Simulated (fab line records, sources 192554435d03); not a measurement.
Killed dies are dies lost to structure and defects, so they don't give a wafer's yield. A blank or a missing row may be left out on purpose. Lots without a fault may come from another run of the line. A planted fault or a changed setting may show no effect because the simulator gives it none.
Chamber matching | flow n5_finfet | N5_BEOL_M12_DESCUM_15 on rie_diel-04: 4 sister chambers
The step chemistry O2, time 7.9 s. 4 wafers are shown with their chamber, then 10 later ones without.

WAFERS WITH THEIR CHAMBER
wafer  | chamber | showerhead_plenum_p_Torr (Torr)
L078.6 | 3       | 2.21
L089.6 | 1       | 2.21
L088.1 | 2       | 2.10
L088.4 | 0       | 2.02

WAFERS WITHOUT THEIR CHAMBER
wafer  | showerhead_plenum_p_Torr (Torr)
L088.6 | 2.10
L090.1 | 2.02
L090.5 | 2.21
L090.6 | 2.02
L091.2 | 2.21
L091.3 | 2.10
L091.4 | 2.02
L094.2 | 2.02
L094.4 | 2.09
L094.5 | 2.20

WHICH CHAMBER EACH WENT THROUGH
wafer  | from the rows above     | in truth
L088.6 | 2                       | 2
L090.1 | 0                       | 0
L090.5 | can't be placed: 1 or 3 | 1
L090.6 | 0                       | 0
L091.2 | can't be placed: 1 or 3 | 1
L091.3 | 2                       | 2
L091.4 | 0                       | 0
L094.2 | 0                       | 0
L094.4 | 2                       | 2
L094.5 | can't be placed: 1 or 3 | 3
Placed correctly: 7 of 10. Can't be placed from these rows: 3 (the true chamber is among the candidates in 3). Placed wrongly: 0.
How it was worked out, from the rows above alone: a wafer's distance from a chamber is the root of the sum, over the readings, of the square of ((its reading less the chamber's mean) divided by the reading's scatter). The wafer belongs to the nearest chamber; if the next one is less than 2 further off, it can't be placed. A chamber's mean is the mean of its shown wafers. The scatter: with one shown wafer a chamber, the root of the mean of the squares of how far each hidden wafer lies from its nearest shown one.
